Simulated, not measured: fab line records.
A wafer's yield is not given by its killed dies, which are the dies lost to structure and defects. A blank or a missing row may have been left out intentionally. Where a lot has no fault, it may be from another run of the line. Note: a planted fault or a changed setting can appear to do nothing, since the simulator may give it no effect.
A struck lot beside a sound one || flow n5-finfet || 19 steps out of a route of 1938
Sound: these wafers, L512.2, L512.3, L512.5. Wafers L528.3, L528.6 were the ones struck. The cause is named last.
Order at every step that has rows: each side's tool, ch and its chambers, its first start. Under that, the readings that differ: sound wafers || struck wafers || difference of the means || sigmas: that difference in standard deviations of wafers without a fault.
alike: readings with means less than 2 such deviations apart, plus words and numbers identical on both sides. not compared: withheld readings, readings lacking a value on some wafer, bounds such as >300 that could conceal the same value, and numbers that have no deviation in the record and whose values overlap.
Wherever a step has rows on one side only, a row that says differs or no value, or a row with sigmas, the two part there. When numbers do not overlap yet have no deviation, they are printed without sigmas and do not part them. Lack of a reading on every wafer of one side parts them only where that side has two or more wafers.

first, 6 steps without rows for these wafers: N5_BEOL_M4_COAT_05 (resist thk 30 nm); N5_BEOL_M4_EBR_07; N5_BEOL_M4_SOFTBAKE_06 (time 60 s); N5_BEOL_M4_EXPOSE_08 (exposes mask M4); N5_BEOL_M4_PEB_09 (peb time 60 s); N5_BEOL_M4_DEVELOP_10 (develop time 30 s).
N5_BEOL_M4_CD_MEAS_11: the cd target is 16.79 nm.
  sound on cd-sem-01 ch 0, day 8 17:42; struck on cd-sem-02 ch 0, day 13 04:47
  alike: cd-nm
N5_BEOL_M4_OVL_MEAS_12:
  sound on overlay-01 ch 0, day 8 17:44; struck on overlay-01 ch 0, day 13 04:49
  alike: M4_OVL
N5_BEOL_M4_INSPECT_13: inspects for defects (brightfield).
  sound on defect-inspect-01, day 8 17:47; struck on defect-inspect-02, day 13 04:52
  alike: raw-defect-count
N5_BEOL_M4_DESCUM_16: chemistry O2, time 7 s.
  sound on rie-diel-04 ch 1,3, day 8 17:50; struck on rie-diel-06 ch 0, day 13 04:54
{"reading": "oes-product-au (a.u.)", "sound": "0.84 0.94 0.95", "struck": "0.71 0.71", "difference": -0.20, "sigmas": -2}
  alike: drypump-motor-current-A, rf-vpp-V, showerhead-plenum-p-Torr, throttle-valve-pct
  not compared: rf-hours-counter-h
N5_BEOL_M4_ETCH_74: etches underlayer in N2/H2, target depth 6.5 nm, time 5.2 s.
  sound on rie-diel-04 ch 1,3, day 8 17:52; struck on rie-diel-06 ch 0, day 13 04:56
{"reading": "etch-rf-on-time-s (s)", "sound": "5.05 4.98 4.98", "struck": "5.21 5.24", "difference": "+0.22", "sigmas": "+3"}
{"reading": "oes-product-au (a.u.)", "sound": "0.73 0.82 0.82", "struck": "0.60 0.60", "difference": -0.19, "sigmas": -3}
  alike: bias-w, drypump-motor-current-A, rf-vpp-V, showerhead-plenum-p-Torr, throttle-valve-pct
  not compared: rf-hours-counter-h
N5_BEOL_M4_ETCH_63: etches SiARC in CF4, target depth 15.6 nm, time 26 s.
  sound on rie-diel-04 ch 1,3, day 8 17:53; struck on rie-diel-06 ch 0, day 13 04:57
{"reading": "etch-rf-on-time-s (s)", "sound": "25.8 25.3 25.4", "struck": "26.2 26.2", "difference": "+0.7", "sigmas": "+2"}
{"reading": "oes-product-au (a.u.)", "sound": "0.72 0.81 0.81", "struck": "0.59 0.60", "difference": -0.19, "sigmas": -3}
  alike: bias-w, drypump-motor-current-A, rf-vpp-V, showerhead-plenum-p-Torr, throttle-valve-pct
  not compared: rf-hours-counter-h
N5_BEOL_M4_ETCH_64: etches SOC in N2/H2, target depth 75 nm, overetch 22.5 nm, time 121.9 s.
  sound on rie-diel-04 ch 1,3, day 8 17:55; struck on rie-diel-06 ch 0, day 13 04:59
{"reading": "oes-product-au (a.u.)", "sound": "0.64 0.72 0.70", "struck": "0.49 0.49", "difference": -0.20, "sigmas": -3}
{"reading": "model.SiARC_of_BEOL_M4_COAT_62.thk-nm (nm)", "sound": "6.2 6.2 6.2", "struck": "5.2 5", "difference": -1.1, "sigmas": ""}
{"reading": "model.BEOL_M4.cd-offset-nm (nm)", "sound": "0.4 0.2 0.4", "struck": "0.6 0.6", "difference": "+0.3", "sigmas": ""}
  alike: bias-w, drypump-motor-current-A, rf-vpp-V, showerhead-plenum-p-Torr, throttle-valve-pct
  not compared: rf-hours-counter-h
then, 2 steps without rows for these wafers: N5_BEOL_M4_STRIP_65 (strips in N2/H2); N5_BEOL_M4_STRIP_75 (strips in N2/H2).
N5_BEOL_M4_STRIP_66: strips in CF4.
  sound on rie-diel-04 ch 1,3, day 8 18:02; struck on rie-diel-06 ch 0, day 13 05:07
{"reading": "oes-product-au (a.u.)", "sound": "0.85 0.92 0.92", "struck": "0.69 0.70", "difference": -0.20, "sigmas": -3}
  alike: drypump-motor-current-A, rf-vpp-V, showerhead-plenum-p-Torr, throttle-valve-pct
  not compared: rf-hours-counter-h
N5_BEOL_M4_HM_OPEN_17: chemistry Cl2/BCl3, target TiN, target depth 20 nm, overetch 6 nm.
  sound on rie-metal-03 ch 0,1, day 8 18:05; struck on rie-metal-02 ch 0, day 13 05:11
{"reading": "oes_ar_750_au (a.u.)", "sound": "0.92 0.78 0.92", "struck": "0.63 0.64", "difference": -0.24, "sigmas": -3}
{"reading": "oes-product-au (a.u.)", "sound": "0.78 0.67 0.79", "struck": "0.51 0.51", "difference": -0.24, "sigmas": -3}
{"reading": "model.etch.depth-nm (nm)", "sound": "19.87 19.92 19.99", "struck": "16.92 16.91", "difference": -3.01, "sigmas": ""}
  alike: bias-w, drypump-motor-current-A, he-backside-leak-sccm, throttle-valve-pct
  not compared: rf-hours-counter-h, model.BEOL_M4.cd-offset-nm
N5_BEOL_M4_STRIP_19: strips in O2.
  sound on rie-diel-04 ch 2,3, day 8 18:11; struck on rie-diel-05 ch 2, day 13 05:22
  alike: drypump-motor-current-A, oes-product-au, rf-vpp-V, showerhead-plenum-p-Torr, throttle-valve-pct
  not compared: rf-hours-counter-h
N5_BEOL_M4_RC_MEAS_101:
  sound on prober-02 ch 0, day 9 00:53; struck on prober-01 ch 0, day 13 12:56
{"reading": "ION_N (uA/um)", "sound": "692 683 690", "struck": "676 664", "difference": -18, "sigmas": -2}
  alike: DIBL_N, DIBL_P, IOFF_N, IOFF_P, ION_P, SS_N, SS_P, VT_N, VT_P

== WHERE THEY PART ==
First at N5_BEOL_M4_DESCUM_16; last, within this record, at N5_BEOL_M4_RC_MEAS_101.

WHY: the cause the simulator had injected
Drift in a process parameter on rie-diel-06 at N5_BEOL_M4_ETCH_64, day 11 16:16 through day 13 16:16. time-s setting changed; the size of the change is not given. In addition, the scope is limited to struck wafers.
